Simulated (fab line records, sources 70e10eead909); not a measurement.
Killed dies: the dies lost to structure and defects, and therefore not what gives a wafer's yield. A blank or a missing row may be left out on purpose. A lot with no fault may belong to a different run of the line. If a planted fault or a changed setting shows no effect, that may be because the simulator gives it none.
Which of the tools did it? / flow nand_harc / 13 lots with 39 wafers sampled at 7 steps, on a route of 1302 steps

## WHAT THE GAUGES READ, wafer by wafer
NHARC_A_ZERO_WELL_INSPECT_17.
lot=L525; measured=day 6 21:50; on=defect_inspect-01; raw_defect_count=7 15 7
lot=L526; measured=day 7 06:09; on=defect_inspect-01; raw_defect_count=12 34 26
lot=L527; measured=day 7 21:17; on=defect_inspect-02; raw_defect_count=13 9 7
lot=L528; measured=day 7 22:16; on=defect_inspect-02; raw_defect_count=13 7 6
lot=L529; measured=day 8 14:44; on=defect_inspect-01; raw_defect_count=25 17 15
lot=L534; measured=day 10 18:31; on=defect_inspect-01; raw_defect_count=14 336 11
lot=L535; measured=day 11 03:17; on=defect_inspect-02; raw_defect_count=4 9 7
lot=L541; measured=day 13 14:16; on=defect_inspect-01; raw_defect_count=6 1 3
lot=L542; measured=day 14 06:15; on=defect_inspect-02; raw_defect_count=9 11 15
lot=L544; measured=day 14 15:15; on=defect_inspect-02; raw_defect_count=12 7 7
lot=L545; measured=day 15 05:11; on=defect_inspect-02; raw_defect_count=7 6 5
lot=L547; measured=day 16 00:59; on=defect_inspect-01; raw_defect_count=19 27 12
lot=L548; measured=day 16 16:01; on=defect_inspect-02; raw_defect_count=8 8 7

NHARC_A_SOURCE_PLATE_INSPECT_08.
lot=L525; measured=day 7 20:55; on=defect_inspect-01; raw_defect_count=61 56 103
lot=L526; measured=day 8 02:31; on=defect_inspect-01; raw_defect_count=50 70 64
lot=L527; measured=day 8 17:07; on=defect_inspect-02; raw_defect_count=42 53 69
lot=L528; measured=day 8 17:07; on=defect_inspect-01; raw_defect_count=40 33 34
lot=L529; measured=day 9 11:38; on=defect_inspect-02; raw_defect_count=77 79 38
lot=L534; measured=day 11 14:23; on=defect_inspect-02; raw_defect_count=59 393 71
lot=L535; measured=day 11 23:03; on=defect_inspect-01; raw_defect_count=81 72 57
lot=L541; measured=day 14 10:59; on=defect_inspect-02; raw_defect_count=38 71 69
lot=L542; measured=day 15 06:46; on=defect_inspect-01; raw_defect_count=78 50 75
lot=L544; measured=day 15 10:25; on=defect_inspect-01; raw_defect_count=77 44 93
lot=L545; measured=day 16 01:03; on=defect_inspect-02; raw_defect_count=167 64 67
lot=L547; measured=day 16 21:29; on=defect_inspect-02; raw_defect_count=36 54 46
lot=L548; measured=day 17 13:50; on=defect_inspect-02; raw_defect_count=58 67 43

NHARC_END_SORT_01.
lot=L534; measured=day 28 09:22; on=prober-02; killed_at_array=44 117 33; killed_at_other=0 0 0; killed_at_periphery=2 2 1; killed_dies=46 119 34; killed_open=3 4 0; killed_short=1 0 1

## TOOL THAT RAN EACH LOT (tool first, then ch and the chambers of the sampled wafers, then the start)
lot=L525; NHARC_P_BONDPAD_DEGAS_25=pvd_sputter-01, day 6 17:34; NHARC_P_BONDPAD_PRE_CLEAN_26=pvd_sputter-01, day 6 20:54 or earlier; NHARC_P_BONDPAD_PVD_17=pvd_sputter-01, day 6 20:54 or earlier; NHARC_A_ZERO_WELL_STRIP_14=wet_bench-04 ch 0,4,7, day 6 20:54
lot=L526; NHARC_P_BONDPAD_DEGAS_25=pvd_sputter-01, day 7 01:47; NHARC_P_BONDPAD_PRE_CLEAN_26=pvd_sputter-01, day 7 05:12 or earlier; NHARC_P_BONDPAD_PVD_17=pvd_sputter-01, day 7 05:12 or earlier; NHARC_A_ZERO_WELL_STRIP_14=wet_bench-04 ch 0,1,2, day 7 05:12
lot=L527; NHARC_P_BONDPAD_DEGAS_25=pvd_sputter-02, day 7 16:55; NHARC_P_BONDPAD_PRE_CLEAN_26=pvd_sputter-02, day 7 20:20 or earlier; NHARC_P_BONDPAD_PVD_17=pvd_sputter-02, day 7 20:20 or earlier; NHARC_A_ZERO_WELL_STRIP_14=wet_bench-03 ch 0,1,7, day 7 20:20
lot=L528; NHARC_P_BONDPAD_DEGAS_25=pvd_sputter-01, day 7 18:01; NHARC_P_BONDPAD_PRE_CLEAN_26=pvd_sputter-01, day 7 21:19 or earlier; NHARC_P_BONDPAD_PVD_17=pvd_sputter-01, day 7 21:19 or earlier; NHARC_A_ZERO_WELL_STRIP_14=wet_bench-04 ch 3,4,6, day 7 21:19
lot=L529; NHARC_P_BONDPAD_DEGAS_25=pvd_sputter-02, day 8 10:20; NHARC_P_BONDPAD_PRE_CLEAN_26=pvd_sputter-02, day 8 13:47 or earlier; NHARC_P_BONDPAD_PVD_17=pvd_sputter-02, day 8 13:47 or earlier; NHARC_A_ZERO_WELL_STRIP_14=wet_bench-03 ch 4,5,7, day 8 13:47
lot=L534; NHARC_P_BONDPAD_DEGAS_25=pvd_sputter-03, day 10 14:04; NHARC_P_BONDPAD_PRE_CLEAN_26=pvd_sputter-03, day 10 17:32 or earlier; NHARC_P_BONDPAD_PVD_17=pvd_sputter-03, day 10 17:32 or earlier; NHARC_A_ZERO_WELL_STRIP_14=wet_bench-03 ch 2,3,7, day 10 17:32
lot=L535; NHARC_P_BONDPAD_DEGAS_25=pvd_sputter-02, day 10 23:02; NHARC_P_BONDPAD_PRE_CLEAN_26=pvd_sputter-02, day 11 02:20 or earlier; NHARC_P_BONDPAD_PVD_17=pvd_sputter-02, day 11 02:20 or earlier; NHARC_A_ZERO_WELL_STRIP_14=wet_bench-06 ch 0,3,5, day 11 02:20
lot=L541; NHARC_P_BONDPAD_DEGAS_25=pvd_sputter-01, day 13 09:50; NHARC_P_BONDPAD_PRE_CLEAN_26=pvd_sputter-01, day 13 13:20 or earlier; NHARC_P_BONDPAD_PVD_17=pvd_sputter-01, day 13 13:20 or earlier; NHARC_A_ZERO_WELL_STRIP_14=wet_bench-03 ch 3,5,6, day 13 13:20
lot=L542; NHARC_P_BONDPAD_DEGAS_25=pvd_sputter-02, day 13 18:35; NHARC_P_BONDPAD_PRE_CLEAN_26=pvd_sputter-02, day 13 22:04 or earlier; NHARC_P_BONDPAD_PVD_17=pvd_sputter-02, day 13 22:04 or earlier; NHARC_A_ZERO_WELL_STRIP_14=wet_bench-03 ch 0,6,7, day 13 22:04
lot=L544; NHARC_P_BONDPAD_DEGAS_25=pvd_sputter-03, day 14 10:51; NHARC_P_BONDPAD_PRE_CLEAN_26=pvd_sputter-03, day 14 14:19 or earlier; NHARC_P_BONDPAD_PVD_17=pvd_sputter-03, day 14 14:19 or earlier; NHARC_A_ZERO_WELL_STRIP_14=wet_bench-04 ch 0,1,4, day 14 14:19
lot=L545; NHARC_P_BONDPAD_DEGAS_25=pvd_sputter-03, day 15 00:47; NHARC_P_BONDPAD_PRE_CLEAN_26=pvd_sputter-03, day 15 04:13 or earlier; NHARC_P_BONDPAD_PVD_17=pvd_sputter-03, day 15 04:13 or earlier; NHARC_A_ZERO_WELL_STRIP_14=wet_bench-03 ch 1,4,7, day 15 04:13
lot=L547; NHARC_P_BONDPAD_DEGAS_25=pvd_sputter-01, day 15 20:34; NHARC_P_BONDPAD_PRE_CLEAN_26=pvd_sputter-01, day 16 00:03 or earlier; NHARC_P_BONDPAD_PVD_17=pvd_sputter-01, day 16 00:03 or earlier; NHARC_A_ZERO_WELL_STRIP_14=wet_bench-03 ch 0,1,7, day 16 00:03
lot=L548; NHARC_P_BONDPAD_DEGAS_25=pvd_sputter-01, day 16 11:26; NHARC_P_BONDPAD_PRE_CLEAN_26=pvd_sputter-01, day 16 15:04 or earlier; NHARC_P_BONDPAD_PVD_17=pvd_sputter-01, day 16 15:04 or earlier; NHARC_A_ZERO_WELL_STRIP_14=wet_bench-03 ch 1,3,6, day 16 15:04
- NHARC_P_BONDPAD_DEGAS_25: time 60 s.
- NHARC_P_BONDPAD_PRE_CLEAN_26: time 30 s.
- NHARC_P_BONDPAD_PVD_17: deposits TaN, target thk 5 nm, time 8.06 s.
- NHARC_A_ZERO_WELL_STRIP_14: strips in SPM, time 900 s.

## AS READ BY THE TOOLS THEMSELVES (means over the sampled wafers that have a number; for cases with no such wafer, the mark the record gives instead)
NHARC_P_BONDPAD_DEGAS_25.
lot=L525; tool=pvd_sputter-01; heater_power_w (W)=435
lot=L526; tool=pvd_sputter-01; heater_power_w (W)=438
lot=L527; tool=pvd_sputter-02; heater_power_w (W)=502
lot=L528; tool=pvd_sputter-01; heater_power_w (W)=419
lot=L529; tool=pvd_sputter-02; heater_power_w (W)=496
lot=L534; tool=pvd_sputter-03; heater_power_w (W)=443
lot=L535; tool=pvd_sputter-02; heater_power_w (W)=498
lot=L541; tool=pvd_sputter-01; heater_power_w (W)=416
lot=L542; tool=pvd_sputter-02; heater_power_w (W)=456
lot=L544; tool=pvd_sputter-03; heater_power_w (W)=459
lot=L545; tool=pvd_sputter-03; heater_power_w (W)=403
lot=L547; tool=pvd_sputter-01; heater_power_w (W)=443
lot=L548; tool=pvd_sputter-01; heater_power_w (W)=437

NHARC_P_BONDPAD_PRE_CLEAN_26.
lot=L525; tool=pvd_sputter-01; heater_power_w (W)=386
lot=L526; tool=pvd_sputter-01; heater_power_w (W)=386
lot=L527; tool=pvd_sputter-02; heater_power_w (W)=448
lot=L528; tool=pvd_sputter-01; heater_power_w (W)=354
lot=L529; tool=pvd_sputter-02; heater_power_w (W)=436
lot=L534; tool=pvd_sputter-03; heater_power_w (W)=383
lot=L535; tool=pvd_sputter-02; heater_power_w (W)=433
lot=L541; tool=pvd_sputter-01; heater_power_w (W)=388
lot=L542; tool=pvd_sputter-02; heater_power_w (W)=422
lot=L544; tool=pvd_sputter-03; heater_power_w (W)=393
lot=L545; tool=pvd_sputter-03; heater_power_w (W)=389
lot=L547; tool=pvd_sputter-01; heater_power_w (W)=389
lot=L548; tool=pvd_sputter-01; heater_power_w (W)=365

NHARC_P_BONDPAD_PVD_17.
lot=L525; tool=pvd_sputter-01; throttle_valve_pct (%)=30.2
lot=L526; tool=pvd_sputter-01; throttle_valve_pct (%)=30.0
lot=L527; tool=pvd_sputter-02; throttle_valve_pct (%)=30.8
lot=L528; tool=pvd_sputter-01; throttle_valve_pct (%)=29.6
lot=L529; tool=pvd_sputter-02; throttle_valve_pct (%)=31.0
lot=L534; tool=pvd_sputter-03; throttle_valve_pct (%)=28.3
lot=L535; tool=pvd_sputter-02; throttle_valve_pct (%)=30.1
lot=L541; tool=pvd_sputter-01; throttle_valve_pct (%)=29.7
lot=L542; tool=pvd_sputter-02; throttle_valve_pct (%)=29.7
lot=L544; tool=pvd_sputter-03; throttle_valve_pct (%)=28.8
lot=L545; tool=pvd_sputter-03; throttle_valve_pct (%)=29.1
lot=L547; tool=pvd_sputter-01; throttle_valve_pct (%)=29.3
lot=L548; tool=pvd_sputter-01; throttle_valve_pct (%)=29.5

## THE ANSWER, worked out from the rows above alone
Rule: the usual values come from the lots themselves. Put in order of their means at a reading, lots are off if they are a third of the lots or fewer, leave a main group of 4 or more, and stand apart from it by a gap of 3 or more times the standard deviation of the main group's means; of several such gaps the widest counts. A main group whose means are all the same, to the digits that the tables above print for the reading, isn't used. Also off: a lot with no number at a reading for which 4 or more lots have one. The other lots that the step has rows for count as sound. The gauges are gone through in route order, then the tools' own readings, and for those a lot's mean is taken as printed above. The first step at which some lot is off is used, and at that step the reading that is off furthest; a lot without a number counts as furthest.
Off: L534 (NHARC_A_ZERO_WELL_INSPECT_17, raw_defect_count). The main group has a mean of 11 with a standard deviation of 6.
If a tool, at a process step before that reading, ran all the lots that are off and no sound lot after the first of them, it fits. The gauges at NHARC_A_ZERO_WELL_INSPECT_17 aren't tried: what is off there is off at NHARC_A_SOURCE_PLATE_INSPECT_08 too, on other tools, and a gauge's error can't cause that. Because NHARC_P_BONDPAD_PRE_CLEAN_26 lacks a start for some lots, the hours and order of its lots are taken from NHARC_A_ZERO_WELL_STRIP_14. Because NHARC_P_BONDPAD_PVD_17 lacks a start for some lots, the hours and order of its lots are taken from NHARC_A_ZERO_WELL_STRIP_14. Of those tried, none fits.

## WHAT WAS PUT IN BY THE SIMULATOR
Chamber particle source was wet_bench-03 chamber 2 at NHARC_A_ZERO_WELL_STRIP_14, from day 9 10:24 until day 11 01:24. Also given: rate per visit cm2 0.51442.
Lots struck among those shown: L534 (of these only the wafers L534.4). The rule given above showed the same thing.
